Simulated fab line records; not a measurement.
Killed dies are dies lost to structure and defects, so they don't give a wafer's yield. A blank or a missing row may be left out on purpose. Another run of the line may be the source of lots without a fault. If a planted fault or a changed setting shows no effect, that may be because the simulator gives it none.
Chamber matching	flow n5-finfet	N5_SPACER0_ALD_08 on ald-sin-03 has 4 sister chambers
The step deposits SiNx, target thk 2 nm. 18 wafers are shown with their chamber, then 9 later ones without.

WAFERS, EACH WITH ITS CHAMBER
wafer	chamber	heater-power-w (W)	susceptor-temp-C (C)
L076.2	2	889	399.79
L076.5	2	888	399.72
L076.6	1	797	400.08
L077.2	0	943	400.05
L077.3	3	763	400.14
L077.6	2	906	399.88
L078.2	1	803	399.81
L078.3	0	938	399.95
L078.6	1	793	399.72
L083.1	1	805	399.96
L083.3	3	752	400.17
L083.5	3	763	400.11
L084.3	1	787	399.90
L084.4	0	954	400.05
L084.6	3	764	400.07
L087.3	1	829	400.16
L087.4	1	789	399.98
L087.5	2	910	400.26

SIGNATURES (averages over the wafers above)
reading	chamber 0	chamber 1	chamber 2	chamber 3	scatter within a chamber
heater-power-w	945.00	800.43	898.25	760.50	11.5
susceptor-temp-C	400.0167	399.9443	399.9125	400.1225	0.152
Rule: for each reading, subtract the chamber's mean from the wafer's reading, divide by that reading's scatter and square the result; add these up over the readings and take the root, which gives the wafer's distance from the chamber. The wafer belongs to the nearest chamber; if the next one is less than 2 further off, it can't be placed. The scatter: take each reading less its chamber's mean, square it, sum over the shown wafers, divide by the number of wafers less the number of chambers, and take the root.

WAFERS WITH NO CHAMBER GIVEN
wafer	heater-power-w (W)	susceptor-temp-C (C)
L092.1	899	400.04
L092.2	747	399.85
L092.3	967	400.15
L094.3	761	399.75
L094.5	943	399.68
L094.6	814	399.68
L097.1	746	399.53
L097.3	795	399.91
L097.6	749	400.03

WHICH CHAMBER EACH ONE RAN IN
wafer	from the rows above	in truth
L092.1	2	2
L092.2	3	3
L092.3	0	0
L094.3	can't be placed: 3 or 1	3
L094.5	can't be placed: 0 or 2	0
L094.6	1	1
L097.1	can't be placed: 3 or 1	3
L097.3	1	1
L097.6	3	3
6 of 9 placed correctly. Not placeable from these rows: 3 (in 3, the candidates include the true chamber). Number placed wrongly: 0.
